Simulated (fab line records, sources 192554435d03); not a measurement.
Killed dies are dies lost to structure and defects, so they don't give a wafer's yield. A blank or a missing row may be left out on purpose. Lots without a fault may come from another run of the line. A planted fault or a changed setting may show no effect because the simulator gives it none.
fab line records | flow n5_finfet
record lots=24 wafers=72 last_day=20
route steps=1938 shown HKMG_FIN@420 GATE_CUT@467
lots that met no fault: from a run of the same line without faults
start_h: hours from the record's first day to the start of the lot's first wafer shown | wait_h: hours since the lot's step before | " the same as in the row above | L1.1+2: a row that stands for several wafers | - no value, or no start given | * or withheld: withheld | < > ~ a bound
route shown NAME@n: a module of which the file shows steps, and the number in the route of the first | usual: mean/standard deviation of fault-free wafers | same: alike in all rows | chamber/n: place in a boat | sites: the reading at each site | _std_site: their standard deviation | _edge_site: outer sites' mean less inner sites' | radius_mm: how far each site lies from the wafer's centre | mask NAME#n: copy n | behind: the tool/chamber that last shaped the wafer | hold: why the lot was held/for how many hours/how that ended | device: the transistor (n, p or np) that didn't switch | end of line: the same wafers' tests at the end of the route | a step without rows: its recipe alone | killed: dies lost to structure and defects at the first sort, not the wafer's yield | map: a wafer's dies, x killed, . not, _ none there
set.NAME: the setting as run; set.NAME@STEP: as run at that earlier step | model.NAME: the simulator's own value behind a step, which no gauge read
steps of the route over a sample of lots; a table a step, a row a wafer
services: from which hour (start_h, from the record's first day; less than 0 if before it) a tool's chamber was out of use, for how many hours, and why
## steps
# step N5_HKMG_FIN_THK_MEAS_70
# recipe thk_meas_gauge=xrf reads=HfO2_of_HKMG_FIN_HK_ALD_01
# usual HK_THK=1.579/0.021
# columns lot.wafer tool chamber start_h wait_h HK_THK[nm]
L074.1 film_metro-02 - 74.39 0.2 1.548
L074.4 " - " " 1.582
L074.6 " - " " 1.608
L075.1 film_metro-02 - 81.06 0.2 1.604
L075.4 " - " " 1.535
L075.5 " - " " 1.563
L076.2 film_metro-02 - 89.27 0.2 1.548
L076.3 " - " " 1.541
L076.5 " - " " 1.561
L077.1 film_metro-01 - 93.84 0.2 1.568
L077.4 " - " " 1.568
L077.5 " - " " 1.548
L078.1 film_metro-01 - 96.55 0.2 1.594
L078.4 " - " " 1.587
L078.6 " - " " 1.603
L079.4 film_metro-01 - 106.02 0.2 1.589
L079.5 " - " " 1.580
L079.6 " - " " 1.614
L080.2 film_metro-02 - 115.02 0.2 1.597
L080.3 " - " " 1.577
L080.6 " - " " 1.551
L081.1 film_metro-02 - 115.62 0.2 1.574
L081.4 " - " " 1.550
L081.5 " - " " 1.589
L082.1 film_metro-01 - 123.07 0.2 1.596
L082.5 " - " " 1.598
L082.6 " - " " 1.568
L083.1 film_metro-02 - 130.43 0.2 1.580
L083.4 " - " " 1.553
L083.6 " - " " 1.577
L084.2 film_metro-02 - 135.00 0.2 1.625
L084.3 " - " " 1.562
L084.5 " - " " 1.598
L086.1 film_metro-02 - 147.72 0.2 1.589
L086.4 " - " " 1.572
L086.5 " - " " 1.583
L085.3 film_metro-01 - 149.36 0.2 1.593
L085.4 " - " " 1.577
L085.5 " - " " 1.595
L087.4 film_metro-01 - 155.88 0.2 1.571
L087.5 " - " " 1.573
L087.6 " - " " 1.569
L089.3 film_metro-02 - 166.39 0.2 1.603
L089.4 " - " " 1.548
L089.6 " - " " 1.587
L088.1 film_metro-02 - 167.07 0.2 1.586
L088.4 " - " " 1.602
L088.6 " - " " 1.550
L090.1 film_metro-02 - 171.67 0.2 1.581
L090.5 " - " " 1.601
L090.6 " - " " 1.561
L091.2 film_metro-02 - 178.94 0.2 1.586
L091.3 " - " " 1.576
L091.4 " - " " 1.597
L092.2 film_metro-02 - 182.06 0.2 1.575
L092.4 " - " " 1.525
L092.5 " - " " 1.590
L093.2 film_metro-01 - 191.32 0.2 1.605
L093.3 " - " " 1.585
L093.4 " - " " 1.577
L094.2 film_metro-01 - 194.84 0.2 1.580
L094.4 " - " " 1.599
L094.5 " - " " 1.571
L095.1 film_metro-02 - 202.48 0.2 1.537
L095.3 " - " " 1.588
L095.6 " - " " 1.596
L096.2 film_metro-02 - 208.47 0.2 1.555
L096.4 " - " " 1.588
L096.6 " - " " 1.584
L097.1 film_metro-01 - 231.75 0.2 1.590
L097.2 " - " " 1.586
L097.5 " - " " 1.599
# step N5_HKMG_FIN_STRIP_34
# recipe chemistry=CF4 resist=SiARC power_w=300 bias_power_w=75 pressure_mtorr=50 cf4_flow_sccm=150 rf_frequency_hz=6e+07
# usual drypump_motor_current_A=5.6/0.51 oes_product_au=0.83/0.087 rf_vpp_V=271.6/1.7 showerhead_plenum_p_Torr=1.82/0.072 throttle_valve_pct=13.50/0.21
# columns lot.wafer tool chamber start_h wait_h drypump_motor_current_A oes_product_au rf_hours_counter_h rf_vpp_V showerhead_plenum_p_Torr throttle_valve_pct
L074.1 rie_diel-03 3 75.51 0.0 4.9 0.73 172 272.5 1.86 13.82
L074.4 " 2 " " 5.3 0.74 170 270.6 1.72 13.67
L074.6 " 2 " " 5.3 0.74 - 269.7 1.72 13.68
L075.1 rie_diel-01 2 82.86 0.0 5.3 0.69 249 268.0 1.70 13.85
L075.4 " 0 " " 5.7 0.83 - 272.1 1.82 13.39
L075.5 " 2 " " 5.3 0.69 - 268.2 1.70 13.86
L076.2 rie_diel-04 0 90.53 0.0 5.3 0.94 9 270.5 1.76 13.30
L076.3 " 1 " " 5.0 0.68 249 269.6 1.70 13.70
L076.5 " 3 " " 6.1 0.70 - 269.4 1.70 13.93
L077.1 rie_diel-01 3 94.95 0.0 6.3 0.95 3 271.3 1.77 13.42
L077.4 " 1 " " 5.1 0.92 - 273.4 1.91 13.37
L077.5 " 0 " " 5.7 0.82 - 270.6 1.82 13.42
L078.1 rie_diel-03 1 97.79 0.0 6.4 0.90 26 274.7 1.90 13.39
L078.4 " 3 " " 4.8 0.73 179 272.0 1.86 13.82
L078.6 " 2 " " 5.3 0.74 - 269.5 1.72 13.69
L079.4 rie_diel-01 0 107.14 0.0 5.7 0.82 71 270.9 1.82 13.40
L079.5 " 1 " " 5.1 0.91 - 274.4 1.91 13.39
L079.6 " 0 " " 5.7 0.82 - 271.4 1.82 13.42
L080.2 rie_diel-03 1 116.26 0.0 6.5 0.88 33 274.0 1.90 13.41
L080.3 " 0 " " 5.5 0.68 231 269.9 1.78 13.72
L080.6 " 1 " " 6.4 0.88 - 273.7 1.90 13.42
L081.1 rie_diel-03 0 116.87 0.0 5.5 0.68 232 270.2 1.78 13.72
L081.4 " 1 " " 6.5 0.89 33 274.0 1.90 13.41
L081.5 " 1 " " 6.5 0.88 - 273.2 1.90 13.41
L082.1 rie_diel-01 1 124.31 0.0 5.1 0.90 20 273.1 1.91 13.41
L082.5 " 1 " " 5.1 0.89 - 272.6 1.91 13.40
L082.6 " 2 " " 5.3 0.94 - 273.0 1.91 13.32
L083.1 rie_diel-04 1 131.68 0.0 5.0 0.93 5 273.5 1.91 13.15
L083.4 " 0 " " 5.3 0.92 20 269.4 1.76 13.32
L083.6 " 3 " " 6.0 0.69 - 268.4 1.70 13.94
L084.2 rie_diel-04 1 136.56 0.0 5.0 0.92 6 273.2 1.91 13.15
L084.3 " 0 " " 5.3 0.91 22 270.7 1.76 13.33
L084.5 " 0 " " 5.3 0.91 - 270.6 1.76 13.32
L086.1 rie_diel-03 1 148.99 0.0 6.5 0.86 44 273.4 1.89 13.43
L086.4 " 3 " " 4.8 0.72 198 273.4 1.85 13.88
L086.5 " 1 " " 6.5 0.87 - 273.1 1.89 13.43
L085.3 rie_diel-01 1 150.48 0.0 5.1 0.89 26 272.2 1.91 13.43
L085.4 " 0 " " 5.8 0.80 - 272.9 1.81 13.44
L085.5 " 3 " " 6.3 0.89 - 270.5 1.76 13.46
L087.4 rie_diel-01 0 156.99 0.0 5.7 0.81 86 270.8 1.81 13.45
L087.5 " 0 " " 5.8 0.80 - 272.0 1.81 13.45
L087.6 " 1 " " 5.1 0.89 - 274.3 1.90 13.42
L089.3 rie_diel-01 3 167.63 0.0 6.3 0.88 24 270.6 1.76 13.47
L089.4 " 1 " " 5.1 0.88 30 273.5 1.90 13.42
L089.6 " 2 " " 5.3 0.92 - 273.3 1.90 13.31
L088.1 rie_diel-04 3 168.42 0.0 6.0 0.69 245 269.2 1.70 13.97
L088.4 " 1 " " 5.0 0.89 16 272.6 1.90 13.17
L088.6 " 0 " " 5.3 0.88 - 271.3 1.76 13.35
L090.1 rie_diel-03 3 172.92 0.0 4.8 0.71 209 271.5 1.85 13.91
L090.5 " 3 " " 4.8 0.71 - 272.9 1.85 13.90
L090.6 " 2 " " 5.3 0.72 - 268.8 1.71 13.75
L091.2 rie_diel-01 2 180.57 0.0 5.3 0.90 19 274.8 1.90 13.34
L091.3 " 3 " " 6.3 0.88 29 269.3 1.76 13.49
L091.4 " 1 " " 5.1 0.87 36 274.1 1.90 13.46
L092.2 rie_diel-04 0 183.30 0.0 5.4 0.88 39 271.8 1.76 13.36
L092.4 " 2 " " 6.1 0.79 - 273.0 1.81 13.36
L092.5 " 1 " " 5.0 0.88 - 271.9 1.90 13.17
L093.2 rie_diel-03 2 193.34 0.0 5.3 0.71 209 269.8 1.71 13.76
L093.3 " 0 " " 5.5 0.97 3 270.8 1.77 13.20
L093.4 " 1 " " 6.5 0.84 - 273.5 1.89 13.47
L094.2 rie_diel-01 3 196.26 0.0 6.3 0.87 36 269.8 1.76 13.51
L094.4 " 0 " " 5.7 0.79 100 270.3 1.81 13.48
L094.5 " 1 " " 5.1 0.86 - 271.9 1.90 13.45
L095.1 rie_diel-04 0 203.60 0.0 5.3 0.87 48 271.6 1.75 13.40
L095.3 " 1 " " 5.1 0.87 32 272.7 1.90 13.21
L095.6 " 3 " " 6.0 0.98 - 273.3 1.91 13.43
L096.2 rie_diel-03 0 209.72 0.0 5.5 0.94 10 269.1 1.77 13.23
L096.4 " 2 " " 5.3 0.71 216 269.6 1.71 13.78
L096.6 " 0 " " 5.5 0.95 - 271.2 1.77 13.24
L097.1 rie_diel-01 0 233.13 0.0 5.8 0.78 111 272.5 1.80 13.50
L097.2 " 1 " " 5.1 0.84 54 273.6 1.90 13.48
L097.5 " 0 " " 5.8 0.78 - 270.0 1.80 13.50
# step N5_HKMG_FIN_ALD_91
# recipe material=TiN target_thk_a=10 temp_c=400 ald_precursor_family=TiCl4 ald_co_reactant=NH3 pulse_time_s=1 purge_time_s=3 co_reactant_purge_time_s=2 co_reactant_pulse_time_s=2 ald_cycles=47 pressure_torr=3
# usual chamber_pressure_Torr=3.001/0.007 heater_power_w=887/92 precursor_pulse_height_rel=0.999/0.018
# same purge_time_s=3
# columns lot.wafer tool chamber start_h wait_h chamber_pressure_Torr heater_power_w precursor_pulse_height_rel
L074.1 ald_metal-03 2 76.21 0.3 3.011 711 0.946
L074.4 " 3 " " 3.006 760 1.001
L074.6 " 2 " " 3.000 720 0.984
L075.1 ald_metal-03 3 83.56 0.3 2.992 788 1.018
L075.4 " 1 " " 2.995 904 0.985
L075.5 " 3 " " 2.995 748 0.970
L076.2 ald_metal-01 1 91.23 0.3 3.007 885 1.031
L076.3 " 3 " " 3.003 828 0.993
L076.5 " 3 " " 3.004 820 1.025
L077.1 ald_metal-02 2 95.65 0.3 2.999 1012 0.998
L077.4 " 1 " " 2.991 911 1.017
L077.5 " 0 " " 2.989 1017 0.972
L078.1 ald_metal-03 0 98.49 0.3 3.006 830 1.016
L078.4 " 3 " " 3.003 774 1.008
L078.6 " 1 " " 3.004 943 1.008
L079.4 ald_metal-02 0 107.83 0.1 3.005 1030 0.986
L079.5 " 1 " " 2.992 909 0.996
L079.6 " 2 " " 2.991 997 1.016
L080.2 ald_metal-02 2 116.96 0.3 2.998 1009 0.987
L080.3 " 0 " " 3.006 1028 0.976
L080.6 " 0 " " 3.006 1026 1.018
L081.1 ald_metal-03 0 117.56 0.3 3.000 850 0.993
L081.4 " 3 " " 3.006 775 1.010
L081.5 " 0 " " 3.004 832 0.992
L082.1 ald_metal-02 0 125.03 0.3 3.002 1046 1.011
L082.5 " 2 " " 2.997 984 1.011
L082.6 " 3 " " 3.013 947 1.013
L083.1 ald_metal-02 3 132.37 0.3 2.997 941 0.978
L083.4 " 0 " " 2.990 1021 0.990
L083.6 " 0 " " 2.996 1027 1.000
L084.2 ald_metal-02 0 137.27 0.3 3.010 1047 1.039
L084.3 " 3 " " 2.997 956 0.991
L084.5 " 1 " " 2.997 903 1.027
L086.1 ald_metal-01 0 149.68 0.3 3.013 855 1.017
L086.4 " 3 " " 2.999 808 0.992
L086.5 " 0 " " 3.005 868 1.002
L085.3 ald_metal-03 0 151.18 0.1 3.007 837 1.009
L085.4 " 3 " " 3.008 780 1.028
L085.5 " 1 " " 2.995 934 0.967
L087.4 ald_metal-03 1 157.69 0.1 2.996 939 1.003
L087.5 " 0 " " 2.990 844 0.995
L087.6 " 3 " " 3.010 788 0.997
L089.3 ald_metal-02 2 168.33 0.1 3.003 987 1.002
L089.4 " 3 " " 3.002 970 0.984
L089.6 " 1 " " 3.001 934 1.021
L088.1 ald_metal-01 3 169.13 0.3 3.001 836 1.011
L088.4 " 1 " " 2.991 879 0.971
L088.6 " 0 " " 2.988 825 1.006
L090.1 ald_metal-01 2 173.62 0.3 3.009 1022 0.997
L090.5 " 3 " " 3.007 825 0.979
L090.6 " 2 " " 3.000 986 1.008
L091.2 ald_metal-03 3 181.27 0.3 2.993 777 1.023
L091.3 " 1 " " 2.999 948 0.987
L091.4 " 2 " " 3.002 700 1.010
L092.2 ald_metal-01 2 184.00 0.3 3.012 1017 0.990
L092.4 " 0 " " 2.996 846 1.010
L092.5 " 0 " " 2.996 844 0.991
L093.2 ald_metal-03 3 194.03 0.3 2.998 777 1.011
L093.3 " 0 " " 2.992 827 0.973
L093.4 " 1 " " 2.998 928 0.984
L094.2 ald_metal-01 2 196.95 0.3 3.010 983 0.999
L094.4 " 1 " " 3.001 876 1.012
L094.5 " 2 " " 3.011 996 1.005
L095.1 ald_metal-01 2 204.30 0.3 2.993 1016 1.006
L095.3 " 0 " " 3.017 837 0.973
L095.6 " 2 " " 2.995 1001 0.994
L096.2 ald_metal-01 2 210.41 0.3 2.999 984 1.012
L096.4 " 0 " " 2.988 825 0.990
L096.6 " 0 " " 2.998 824 1.029
L097.1 ald_metal-01 2 233.84 0.3 3.000 999 1.008
L097.2 " 0 " " 3.007 828 0.973
L097.5 " 2 " " 2.998 1005 1.002
# step N5_HKMG_FIN_CMP_23
# recipe stop_on=SiNx t_overpolish_s=10 post_cmp_clean=rinse_only down_force_psi=4 platen_rpm=50.289 pad_velocity_m_s=1.0006 target_thk_nm=46.326
# usual motor_current_A=12.3/1.2 overpolish_run_s=10.000/0.0083 time_to_endpoint_s=12.5/2.1
# columns lot.wafer tool chamber start_h wait_h motor_current_A overpolish_run_s time_to_endpoint_s
L074.4 cmp-02 2 78.90 0.0 11.5 10.005 14.5
L074.1 " 1 " " 14.1 10.007 14.1
L074.6 " 2 " " 11.6 9.994 14.3
L075.1 cmp-02 0 86.24 0.0 11.5 10.008 12.3
L075.4 " 1 " " 13.4 10.004 8.3
L075.5 " 1 " " 14.3 9.991 10.8
L076.3 cmp-02 3 93.92 0.0 12.5 10.001 8.9
L076.2 " 1 " " 13.6 10.002 10.0
L076.5 " 0 " " 10.6 9.983 10.6
L077.1 cmp-02 0 98.37 0.0 11.3 9.994 13.6
L077.4 " 3 " " 13.8 9.999 12.0
L077.5 " 0 " " 11.2 9.989 13.5
L078.4 cmp-02 3 101.36 0.2 13.1 9.990 13.2
L078.1 " 0 " " 11.2 10.007 13.1
L078.6 " 1 " " 14.1 10.003 12.8
L079.4 cmp-01 0 110.72 0.1 11.2 9.997 11.1
L079.5 " 3 " " 11.0 10.005 12.8
L079.6 " 0 " " 11.6 9.997 13.6
L080.2 cmp-02 1 119.74 0.0 13.8 10.002 9.8
L080.3 " 0 " " 11.5 10.012 13.8
L080.6 " 2 " " 10.8 9.997 11.7
L081.1 cmp-01 3 120.41 0.2 11.1 9.995 13.0
L081.4 " 0 " " 11.4 10.017 13.5
L081.5 " 1 " " 12.9 10.018 12.1
L082.1 cmp-02 3 127.97 0.3 12.6 10.001 10.0
L082.5 " 0 " " 11.6 9.984 9.2
L082.6 " 1 " " 14.1 10.009 8.9
L083.1 cmp-03 3 135.23 0.2 13.7 10.018 17.0
L083.4 " 0 " " 12.2 9.998 14.5
L083.6 " 1 " " 13.1 9.996 15.4
L084.3 cmp-02 2 140.10 0.0 11.6 9.991 10.4
L084.2 " 1 " " 13.8 9.987 12.9
L084.5 " 2 " " 11.5 10.000 13.4
L086.4 cmp-02 1 152.62 0.2 14.1 10.001 9.8
L086.1 " 2 " " 11.8 9.993 12.4
L086.5 " 0 " " 11.9 9.995 13.1
L085.3 cmp-02 2 154.05 0.2 12.0 10.004 11.9
L085.4 " 3 " " 13.6 10.001 14.3
L085.5 " 0 " " 11.2 9.997 14.4
L087.4 cmp-01 1 160.53 0.1 12.1 10.009 16.1
L087.5 " 0 " " 11.2 10.016 17.2
L087.6 " 1 " " 11.7 9.993 17.8
L089.4 cmp-01 3 171.10 0.0 11.2 9.987 17.6
L089.3 " 1 " " 11.9 10.012 15.9
L089.6 " 0 " " 11.2 10.003 16.2
L088.4 cmp-02 2 171.90 0.1 11.2 10.008 14.1
L088.1 " 0 " " 10.9 9.996 12.4
L088.6 " 1 " " 14.2 10.007 13.7
L090.1 cmp-02 0 176.74 0.3 11.2 10.010 14.7
L090.5 " 1 " " 13.5 9.997 12.3
L090.6 " 2 " " 10.8 9.989 14.5
L091.3 cmp-02 1 184.24 0.0 14.3 9.998 11.1
L091.4 " 2 " " 11.6 10.004 13.1
L091.2 " 0 " " 11.1 10.012 14.3
L092.2 cmp-03 0 186.98 0.0 11.6 9.993 11.4
L092.4 " 1 " " 12.5 9.998 11.0
L092.5 " 0 " " 11.3 9.997 11.7
L093.4 cmp-03 2 196.78 0.0 11.2 10.001 11.8
L093.2 " 3 " " 13.8 9.998 12.2
L093.3 " 0 " " 11.3 10.009 10.3
L094.2 cmp-03 2 199.72 0.0 11.6 10.013 9.6
L094.4 " 3 " " 14.3 10.004 10.6
L094.5 " 3 " " 13.6 10.000 9.7
L095.1 cmp-03 3 207.32 0.0 14.2 9.996 12.8
L095.3 " 1 " " 12.8 9.991 9.7
L095.6 " 0 " " 12.5 9.990 11.7
L096.2 cmp-03 1 213.38 0.0 12.5 10.010 12.1
L096.4 " 0 " " 11.6 10.005 8.2
L096.6 " 1 " " 13.4 10.003 11.7
L097.1 cmp-02 0 236.94 0.2 11.3 9.999 15.8
L097.2 " 1 " " 13.7 9.992 10.0
L097.5 " 3 " " 12.9 9.987 14.1
# step N5_GATE_CUT_ETCHBACK_30
# recipe chemistry=Cl2/Ar target=TiN target_depth_a=30 mode=isotropic pressure_mtorr=10 icp_w=600 bias_w=60 Cl2_flow_sccm=40 Ar_flow_sccm=60
# usual drypump_motor_current_A=5.7/0.39 oes_product_au=0.76/0.12 throttle_valve_pct=20.84/0.19
# columns lot.wafer tool chamber start_h wait_h drypump_motor_current_A oes_product_au rf_hours_counter_h throttle_valve_pct
L074.1 rie_metal-01 0 79.85 0.1 5.6 0.59 145 21.24
L074.4 " 1 " " 6.2 0.63 - 20.94
L074.6 " 0 " " 5.5 0.59 - 21.24
L075.1 rie_metal-02 1 87.20 0.1 5.5 0.71 70 20.72
L075.4 " 0 " " 6.0 0.94 - 20.60
L075.5 " 0 " " 6.0 0.93 - 20.60
L076.2 rie_metal-01 1 94.88 0.1 6.2 0.63 121 20.92
L076.3 " 1 " " 6.2 0.63 - 20.94
L076.5 " 1 " " 6.2 0.63 - 20.94
L077.1 rie_metal-01 1 99.32 0.1 6.2 0.63 122 20.95
L077.4 " 0 " " 5.6 0.58 - 21.25
L077.5 " 1 " " 6.2 0.63 - 20.92
L078.1 rie_metal-01 1 102.16 0.1 6.1 0.63 122 20.94
L078.4 " 1 " " 6.2 0.62 - 20.93
L078.6 " 1 " " 6.2 0.63 - 20.95
L079.4 rie_metal-01 1 111.84 0.1 6.1 0.63 - 20.93
L079.5 " 1 " " 6.2 0.63 - 20.92
L079.6 " 1 " " 6.2 0.63 - 20.94
L080.2 rie_metal-02 1 120.69 0.1 5.5 0.70 74 20.72
L080.3 " 0 " " 6.0 0.91 - 20.61
L080.6 " 0 " " 6.0 0.92 - 20.62
L081.1 rie_metal-03 1 121.20 0.1 5.9 0.79 43 20.66
L081.4 " 1 " " 5.8 0.79 - 20.69
L081.5 " 1 " " 5.8 0.79 - 20.69
L082.1 rie_metal-01 1 128.69 0.1 6.2 0.62 124 20.93
L082.5 " 1 " " 6.2 0.63 - 20.93
L082.6 " 0 " " 5.6 0.98 - 20.78
L083.1 rie_metal-02 0 136.03 0.1 6.0 0.91 12 20.60
L083.4 " 1 " " 5.5 0.70 - 20.72
L083.6 " 0 " " 6.0 0.91 - 20.62
L084.2 rie_metal-01 0 141.05 0.1 5.5 0.95 2 20.79
L084.3 " 1 " " 6.1 0.63 - 20.94
L084.5 " 0 " " 5.6 0.95 - 20.76
L086.1 rie_metal-03 1 153.41 0.1 5.9 0.79 44 20.69
L086.4 " 0 " " 4.9 0.80 - 21.04
L086.5 " 1 " " 5.8 0.79 - 20.69
L085.3 rie_metal-02 0 154.86 0.0 6.0 0.91 - 20.61
L085.4 " 1 " " 5.6 0.70 - 20.72
L085.5 " 0 " " 6.0 0.89 - 20.62
L087.4 rie_metal-01 1 161.48 0.1 6.2 0.62 - 20.94
L087.5 " 0 " " 5.5 0.95 - 20.81
L087.6 " 1 " " 6.2 0.62 - 20.95
L089.3 rie_metal-03 0 172.06 0.0 4.9 0.81 - 21.04
L089.4 " 1 " " 5.9 0.80 - 20.68
L089.6 " 0 " " 4.9 0.81 - 21.06
L088.1 rie_metal-02 1 172.78 0.1 5.6 0.69 77 20.74
L088.4 " 1 " " 5.5 0.70 - 20.72
L088.6 " 1 " " 5.5 0.69 - 20.75
L090.1 rie_metal-03 1 177.45 0.1 5.8 0.79 46 20.70
L090.5 " 0 " " 4.9 0.80 - 21.04
L090.6 " 1 " " 5.8 0.79 - 20.69
L091.2 rie_metal-03 1 185.20 0.1 5.8 0.78 46 20.68
L091.3 " 1 " " 5.8 0.79 - 20.70
L091.4 " 0 " " 4.9 0.80 - 21.03
L092.2 rie_metal-01 0 187.94 0.1 5.6 0.93 5 20.81
L092.4 " 0 " " 5.5 0.93 - 20.79
L092.5 " 0 " " 5.5 0.92 - 20.79
L093.2 rie_metal-01 1 197.74 0.1 6.2 0.62 130 20.95
L093.3 " 1 " " 6.2 0.62 - 20.93
L093.4 " 0 " " 5.5 0.92 - 20.78
L094.2 rie_metal-03 0 200.68 0.1 5.0 0.79 38 21.07
L094.4 " 0 " " 4.9 0.80 - 21.07
L094.5 " 0 " " 4.9 0.80 - 21.06
L095.1 rie_metal-02 1 208.27 0.1 5.6 0.69 81 20.75
L095.3 " 0 " " 6.0 0.88 - 20.64
L095.6 " 1 " " 5.6 0.68 - 20.75
L096.2 rie_metal-02 0 214.33 0.1 6.0 0.88 19 20.63
L096.4 " 1 " " 5.5 0.68 - 20.73
L096.6 " 1 " " 5.5 0.68 - 20.74
L097.1 rie_metal-01 1 237.74 0.1 6.2 0.98 1 20.60
L097.2 " 0 " " 5.5 0.88 11 20.83
L097.5 " 0 " " 5.6 0.88 - 20.81
# step N5_GATE_CUT_DESCUM_18
# recipe chemistry=O2 time_s=7 source_power_w=50 bias_power_w=20 pressure_mtorr=20 rf_frequency_hz=2.712e+07 temp_c=40 resist=CAR-EUV o2_flow_sccm=225
# usual drypump_motor_current_A=5.8/0.56 oes_product_au=0.82/0.073 rf_vpp_V=243.4/1.3 showerhead_plenum_p_Torr=2.11/0.073 throttle_valve_pct=20.31/0.19
# columns lot.wafer tool chamber start_h wait_h drypump_motor_current_A oes_product_au rf_hours_counter_h rf_vpp_V showerhead_plenum_p_Torr throttle_valve_pct
L074.1 rie_diel-02 0 83.51 0.0 5.7 0.83 74 242.1 2.13 20.05
L074.4 " 2 " " 6.1 0.89 36 243.2 2.14 20.44
L074.6 " 2 " " 6.1 0.88 - 243.1 2.14 20.44
L075.1 rie_diel-02 1 90.96 0.2 6.4 0.95 5 244.6 2.25 20.34
L075.4 " 2 " " 6.1 0.87 38 243.5 2.14 20.46
L075.5 " 1 " " 6.4 0.95 - 246.2 2.25 20.33
L076.2 rie_diel-02 3 98.53 0.0 4.8 0.86 45 241.9 2.03 20.05
L076.3 " 2 " " 6.1 0.87 40 244.7 2.14 20.45
L076.5 " 1 " " 6.4 0.94 - 245.6 2.25 20.33
L077.1 rie_diel-05 0 103.55 0.0 5.1 0.76 141 243.4 2.18 20.19
L077.4 " 2 " " 5.3 0.97 8 243.5 2.05 20.21
L077.5 " 1 " " 5.9 0.76 - 243.6 2.10 20.13
L078.1 rie_diel-02 1 105.63 0.0 6.4 0.94 9 245.6 2.24 20.34
L078.4 " 3 " " 4.7 0.86 46 242.3 2.03 20.03
L078.6 " 1 " " 6.4 0.95 - 245.3 2.24 20.35
L079.4 rie_diel-02 1 115.48 0.0 6.4 0.92 11 243.9 2.24 20.34
L079.5 " 1 " " 6.4 0.92 - 244.6 2.24 20.34
L079.6 " 2 " " 6.1 0.86 - 243.5 2.14 20.46
L080.2 rie_diel-06 0 124.16 0.0 6.2 0.71 208 243.3 2.07 20.19
L080.3 " 2 " " 6.6 0.71 225 244.0 2.07 20.66
L080.6 " 3 " " 5.8 0.82 - 242.7 2.04 20.57
L081.1 rie_diel-02 2 124.66 0.0 6.1 0.85 45 245.0 2.14 20.46
L081.4 " 0 " " 5.7 0.82 81 245.0 2.13 20.06
L081.5 " 2 " " 6.1 0.85 - 243.1 2.14 20.45
L082.1 rie_diel-05 2 132.29 0.0 5.3 0.95 16 241.1 2.05 20.19
L082.5 " 3 " " 5.8 0.76 - 245.7 2.20 20.14
L082.6 " 2 " " 5.3 0.95 - 241.9 2.05 20.19
L083.1 rie_diel-06 3 139.65 0.0 5.8 0.81 93 242.1 2.03 20.59
L083.4 " 0 " " 6.2 0.70 - 243.9 2.07 20.25
L083.6 " 1 " " 5.2 0.83 - 241.1 2.04 20.38
L084.2 rie_diel-05 2 144.76 0.0 5.3 0.93 20 242.9 2.05 20.19
L084.3 " 3 " " 5.8 0.77 133 243.7 2.20 20.16
L084.5 " 2 " " 5.3 0.94 - 241.2 2.05 20.19
L086.1 rie_diel-02 1 157.06 0.0 6.4 0.90 20 245.0 2.24 20.37
L086.4 " 2 " " 6.1 0.85 53 243.4 2.13 20.47
L086.5 " 3 " " 4.7 0.84 - 242.3 2.03 20.05
L085.3 rie_diel-02 0 158.51 0.0 5.8 0.81 88 243.5 2.12 20.06
L085.4 " 2 " " 6.1 0.84 53 243.6 2.13 20.47
L085.5 " 0 " " 5.8 0.81 - 243.6 2.12 20.08
L087.4 rie_diel-02 0 164.95 0.0 5.8 0.81 90 242.7 2.12 20.07
L087.5 " 3 " " 4.7 0.84 - 242.9 2.03 20.06
L087.6 " 0 " " 5.8 0.81 - 243.3 2.12 20.06
L089.3 rie_diel-06 1 175.58 0.1 5.2 0.81 86 241.4 2.04 20.41
L089.4 " 2 " " 6.6 0.70 232 241.4 2.07 20.67
L089.6 " 2 " " 6.6 0.70 - 243.6 2.07 20.68
L088.1 rie_diel-05 1 176.45 0.2 6.0 0.75 152 242.3 2.09 20.15
L088.4 " 2 " " 5.3 0.93 25 241.7 2.04 20.21
L088.6 " 3 " " 5.8 0.75 - 244.8 2.20 20.17
L090.1 rie_diel-06 3 181.68 0.6 5.8 0.81 103 242.9 2.03 20.62
L090.5 " 1 " " 5.2 0.82 - 243.5 2.04 20.40
L090.6 " 2 " " 6.6 0.70 - 242.3 2.07 20.68
L091.2 rie_diel-06 2 190.19 0.2 6.6 0.70 237 243.4 2.07 20.67
L091.3 " 3 " " 5.8 0.79 106 241.4 2.03 20.61
L091.4 " 1 " " 5.2 0.81 91 241.7 2.04 20.42
L092.2 rie_diel-06 0 193.06 0.0 6.2 0.69 227 243.0 2.07 20.25
L092.4 " 1 " " 5.2 0.81 93 243.4 2.04 20.40
L092.5 " 1 " " 5.2 0.81 - 241.9 2.04 20.42
L093.2 rie_diel-05 3 201.42 0.0 5.8 0.75 151 244.6 2.19 20.17
L093.3 " 1 " " 6.0 0.75 161 242.0 2.09 20.18
L093.4 " 0 " " 5.0 0.76 165 246.5 2.18 20.24
L094.2 rie_diel-02 2 204.28 0.0 6.1 0.82 72 242.8 2.13 20.50
L094.4 " 2 " " 6.1 0.83 - 244.5 2.13 20.50
L094.5 " 1 " " 6.4 0.88 - 246.3 2.23 20.39
L095.1 rie_diel-05 2 211.82 0.1 5.3 0.90 38 243.3 2.04 20.24
L095.3 " 0 " " 5.0 0.76 169 243.7 2.17 20.25
L095.6 " 3 " " 5.8 0.75 - 244.6 2.19 20.19
L096.2 rie_diel-06 2 218.59 0.6 6.6 0.69 245 243.4 2.06 20.68
L096.4 " 0 " " 6.2 0.69 235 242.5 2.07 20.25
L096.6 " 2 " " 6.6 0.69 - 242.3 2.06 20.68
L097.1 rie_diel-02 0 241.37 0.0 5.8 0.80 111 242.6 2.12 20.10
L097.2 " 3 " " 4.7 0.81 79 243.3 2.02 20.08
L097.5 " 2 " " 6.1 0.81 - 243.3 2.12 20.52
## services
# columns tool chamber start_h hours kind
ald_metal-03 0 57.80 14.1 repair
cmp-03 - 61.25 1.5 repair
ald_metal-02 2 61.61 25.3 repair
ald_metal-03 - 63.94 0.5 repair
cmp-02 - 68.29 0.6 repair
ald_metal-03 1 91.83 3.7 repair
ald_metal-03 - 94.92 1.5 repair
rie_diel-02 0 96.26 6.7 repair
rie_diel-02 - 97.17 0.2 repair
rie_diel-04 3 103.26 4.3 repair
rie_diel-02 - 112.60 2.8 pm
ald_metal-03 - 122.97 14.6 pm
rie_diel-06 2 128.81 12.8 repair
rie_diel-01 - 129.43 10.9 repair
ald_metal-01 - 131.21 2.1 repair
rie_diel-06 - 143.51 0.7 repair
rie_diel-01 2 143.52 8.2 repair
ald_metal-02 1 147.15 6.2 repair
cmp-02 - 167.59 0.3 repair
rie_diel-02 3 173.20 15.3 repair
ald_metal-03 - 182.19 4.0 repair
rie_diel-02 0 191.16 13.6 repair
ald_metal-03 1 216.19 3.5 repair
ald_metal-01 3 230.30 46.8 repair
## key
fault none
